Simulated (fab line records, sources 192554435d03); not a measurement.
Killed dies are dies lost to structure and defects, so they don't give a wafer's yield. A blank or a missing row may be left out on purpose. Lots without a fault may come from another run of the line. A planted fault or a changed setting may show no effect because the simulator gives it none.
Chamber matching | flow n5_finfet | N5_BEOL_M10_STRIP_19 on rie_diel-02: 4 sister chambers
The step strips in O2. 14 wafers are shown with their chamber, then 7 later ones without.

WAFERS WITH THEIR CHAMBER
wafer  | chamber | showerhead_plenum_p_Torr (Torr) | throttle_valve_pct (%) | oes_product_au (a.u.)
L075.2 | 2       | 2.04                            | 16.38                  | 0.90
L075.3 | 1       | 2.11                            | 16.47                  | 0.81
L075.5 | 3       | 2.07                            | 16.72                  | 0.73
L081.3 | 3       | 2.07                            | 16.75                  | 0.71
L081.5 | 0       | 2.23                            | 16.46                  | 0.89
L081.6 | 3       | 2.07                            | 16.78                  | 0.71
L084.1 | 0       | 2.23                            | 16.48                  | 0.88
L084.2 | 2       | 2.04                            | 16.37                  | 0.87
L084.6 | 2       | 2.04                            | 16.40                  | 0.87
L086.1 | 2       | 2.04                            | 16.39                  | 0.87
L086.2 | 3       | 2.06                            | 16.76                  | 0.71
L086.5 | 3       | 2.06                            | 16.77                  | 0.71
L087.1 | 3       | 2.06                            | 16.80                  | 0.71
L087.2 | 2       | 2.04                            | 16.39                  | 0.86

SIGNATURES (means of the wafers above)
reading                  | chamber 0 | chamber 1 | chamber 2 | chamber 3 | scatter within a chamber
showerhead_plenum_p_Torr | 2.2300    | 2.1100    | 2.0400    | 2.0650    | 0.00387
throttle_valve_pct       | 16.4700   | 16.4700   | 16.3860   | 16.7633   | 0.0211
oes_product_au           | 0.8850    | 0.8100    | 0.8740    | 0.7133    | 0.0114
Rule: a wafer's distance from a chamber is the root of the sum, over the readings, of the square of ((its reading less the chamber's mean) divided by the reading's scatter). The wafer belongs to the nearest chamber; if the next one is less than 2 further off, it can't be placed. The scatter: the root of (the sum of the squares of (reading less its chamber's mean) over the shown wafers, divided by (wafers less chambers)).

WAFERS WITHOUT THEIR CHAMBER
wafer  | showerhead_plenum_p_Torr (Torr) | throttle_valve_pct (%) | oes_product_au (a.u.)
L087.3 | 2.10                            | 16.54                  | 0.79
L093.2 | 2.06                            | 16.80                  | 0.70
L093.3 | 2.03                            | 16.42                  | 0.83
L093.4 | 2.10                            | 16.56                  | 0.76
L095.1 | 2.03                            | 16.44                  | 0.82
L095.4 | 2.06                            | 16.80                  | 0.69
L095.5 | 2.03                            | 16.45                  | 0.82

WHICH CHAMBER EACH WENT THROUGH
wafer  | from the rows above | in truth
L087.3 | 1                   | 1
L093.2 | 3                   | 3
L093.3 | 2                   | 2
L093.4 | 1                   | 1
L095.1 | 2                   | 2
L095.4 | 3                   | 3
L095.5 | 2                   | 2
Placed correctly: 7 of 7. Can't be placed from these rows: 0. Placed wrongly: 0.
